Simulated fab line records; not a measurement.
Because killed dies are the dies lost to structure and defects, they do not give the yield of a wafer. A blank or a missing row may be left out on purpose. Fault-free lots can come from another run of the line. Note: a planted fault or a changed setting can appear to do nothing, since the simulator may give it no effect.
Matching of chambers ; flow n5_finfet ; N5_BEOL_M6_PECVD_70 on pecvd-04 has 3 sister chambers
The step deposits SiO2 from TEOS/O2, target thk 20 nm, time 22.7 s. 6 wafers are shown with their chamber, then 10 later ones without.

WAFERS WITH THEIR CHAMBER
wafer;chamber;throttle_valve_pct (%);showerhead_plenum_p_Torr (Torr)
L082.1;2;21.1;8.84
L082.4;1;23.2;8.70
L082.5;2;21.1;8.84
L082.6;0;23.0;8.82
L085.1;0;23.3;8.81
L085.5;1;23.2;8.72

WAFERS WITH NO CHAMBER GIVEN
wafer;throttle_valve_pct (%);showerhead_plenum_p_Torr (Torr)
L085.6;23.1;8.82
L093.1;23.2;8.70
L093.3;23.5;8.82
L093.6;22.9;8.73
L095.3;23.3;8.70
L095.4;21.4;8.84
L095.5;23.2;8.71
L094.2;21.0;8.83
L094.3;23.3;8.72
L094.5;23.4;8.82

WHICH CHAMBER EACH WENT THROUGH
wafer;from the rows above;in truth
L085.6;0;0
L093.1;1;1
L093.3;0;0
L093.6;1;1
L095.3;1;1
L095.4;2;2
L095.5;1;1
L094.2;2;2
L094.3;1;1
L094.5;0;0
Correct placement for 10 of the 10. Number that these rows cannot place: 0. Number placed wrongly: 0.
How it was worked out, from the rows above alone: a wafer's distance from a chamber is the root of the sum, over the readings, of the square of ((its reading less the chamber's mean) divided by the reading's scatter). If the next closest chamber is less than 2 further off than the closest, the wafer can't be placed; otherwise it belongs to the closest. For every chamber, the mean is computed from those of its wafers that are shown. The scatter is the square root of a quotient: the sum, over the shown wafers, of each reading's squared deviation from its chamber's mean, divided by wafers minus chambers.
